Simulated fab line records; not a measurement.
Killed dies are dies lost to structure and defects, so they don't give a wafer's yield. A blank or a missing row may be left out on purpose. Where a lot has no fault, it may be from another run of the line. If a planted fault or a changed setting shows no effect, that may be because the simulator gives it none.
Matching of chambers | flow n5-finfet | pecvd-04 running N5_BEOL_M5_PECVD_70: 3 sister chambers
The step deposits SiO2 from TEOS/O2, target thk 16 nm, time 18 s. 6 wafers are shown with their chamber, then 9 later ones without.

WAFERS WITH THEIR CHAMBER
wafer  | chamber | throttle-valve-pct (%) | showerhead-plenum-p-Torr (Torr)
L083.2 | 0       | 20.9                   | 8.71
L083.3 | 1       | 22.2                   | 8.82
L086.6 | 2       | 22.4                   | 8.83
L090.4 | 0       | 21.0                   | 8.74
L090.5 | 1       | 22.3                   | 8.83
L090.6 | 2       | 22.2                   | 8.81

WAFERS WITH NO CHAMBER GIVEN
wafer  | throttle-valve-pct (%) | showerhead-plenum-p-Torr (Torr)
L091.2 | 20.9                   | 8.73
L091.4 | 21.2                   | 8.75
L091.6 | 22.3                   | 8.81
L094.1 | 21.1                   | 8.74
L094.4 | 22.3                   | 8.78
L094.5 | 22.5                   | 8.86
L095.2 | 22.8                   | 8.79
L095.5 | 22.2                   | 8.83
L095.6 | 22.4                   | 8.81

CHAMBER TAKEN BY EACH
wafer  | from the rows above     | in truth
L091.2 | 0                       | 0
L091.4 | 0                       | 0
L091.6 | can't be placed: 2 or 1 | 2
L094.1 | 0                       | 0
L094.4 | can't be placed: 2 or 1 | 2
L094.5 | can't be placed: 2 or 1 | 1
L095.2 | can't be placed: 2 or 1 | 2
L095.5 | can't be placed: 1 or 2 | 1
L095.6 | can't be placed: 2 or 1 | 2
Correctly placed: 3 of 9. Can't be placed from these rows: 6 (the true chamber is among the candidates in 6). 0 placed wrongly.
How it was worked out, from the rows above alone: a wafer's distance from a chamber is the root of the sum, over the readings, of the square of ((its reading less the chamber's mean) divided by the reading's scatter). The wafer belongs to the nearest chamber; if the next one is less than 2 further off, it can't be placed. For every chamber, the mean is computed from those of its wafers that are shown. How the scatter is found: for the shown wafers, subtract from each reading the mean of its chamber, square and add these, divide the total by (wafers less chambers), then take the root.
